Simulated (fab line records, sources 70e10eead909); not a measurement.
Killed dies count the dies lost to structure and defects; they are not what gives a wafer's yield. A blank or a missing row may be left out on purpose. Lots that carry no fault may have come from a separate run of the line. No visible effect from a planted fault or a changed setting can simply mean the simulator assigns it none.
Problem report in the 8D (eight disciplines) form, filled by code :: flow nandHarc :: the parts of the form that need people (team, actions taken, sign-off) are left out

## 1. THE PROBLEM
cdNm at NHARC_A_M0_CD_MEAS_09 reads a mean of 87.8 nm on 4 wafers of 2 lots; wafers without a fault read 79.9 nm with a standard deviation of 0.84. Relative to the usual mean, that is a shift of +9.4 standard deviations.
The step: target cd 80 nm.
Seen first at day 28 15:43 on cdSem-02, wafer L429.1. At this step, 18 wafers from 6 lots have a number in the record. By rule, "out" or "out of limits" means more than 4 standard deviations away from the usual mean. The rest of the wafers with a number are treated as sound.

## 2. WHAT THIS IS AND IS NOT
question: which readings at this step
is: cdNm
is not: -

question: which lots
is: L429, L430
is not: L432, L434, L437, L438

question: which wafers of those lots
is: L429.1, L429.6, L430.1, L430.6
is not: L429.4, L430.2

question: read on which gauges
is: cdSem-02
is not: cdSem-03

question: when
is: from day 28 15:43
is not: up to then (1 sound wafer); but 13 sound wafers of L430, L432, L434, L437, L438 came after

## 3. SUSPECTS, AND WHAT RULES EACH OUT
Counting: if a tool at a process step up to the reading ran every lot that is out, it stays a suspect. Sound lots after the first of them don't rule it out here, since some wafers of a struck lot are sound.
- the gauge at NHARC_A_M0_CD_MEAS_09: kept. All the wafers that are out were read on cdSem-02, and no step on other tools shows them out.
- lithoTrack-06 at NHARC_A_M0_PEB_07 (peb time 65 s): kept. It ran every lot that is out, first L429 (day 28 15:38).
What counting leaves: lithoTrack-06 at NHARC_A_M0_PEB_07 and cdSem-02 at NHARC_A_M0_CD_MEAS_09.

## 4. THE CAUSE (what the simulator had put in)
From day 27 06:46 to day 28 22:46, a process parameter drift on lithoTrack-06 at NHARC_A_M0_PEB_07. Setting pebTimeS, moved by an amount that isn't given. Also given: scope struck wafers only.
Counting left 2 suspects, and this tool is among them.

## 5. THE EFFECT CHAIN, in route order
Each row: a reading where the mean over the struck wafers with a number is more than 3 standard deviations away from the usual. Scope: only readings with a usual standard deviation given in the record; hours: median across lots of the time from each lot's start at the first step in this table that gives one to its start at this step; sigmas: change in usual standard deviations.
hours: 0
step: NHARC_A_M0_CD_MEAS_09
reading: cdNm
usual: 79.9 nm
on struck wafers: 87.8
change: +7.9
sigmas: +9.4

hours: 0
step: NHARC_A_M0_CD_MEAS_16
reading: cdNm
usual: 79.6 nm
on struck wafers: 87.2
change: +7.6
sigmas: +6.9
At these later measuring or inspecting steps, every struck wafer for which the step has a row has a number for every such reading, and none has moved that far: NHARC_A_M0_OVL_MEAS_10, NHARC_A_M0_INSPECT_11, NHARC_END_SORT_01.

## 6. WHAT WOULD HAVE CAUGHT IT SOONER
The first out-of-limits reading at a measuring or inspecting step in this record came at day 28 15:43, 33 hours after the fault's start at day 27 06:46.
Among the 2 lots that are out, L430 began NHARC_A_M0_PEB_07 on lithoTrack-06 after day 28 15:43. A tool hold placed at that time would have kept it from harm.
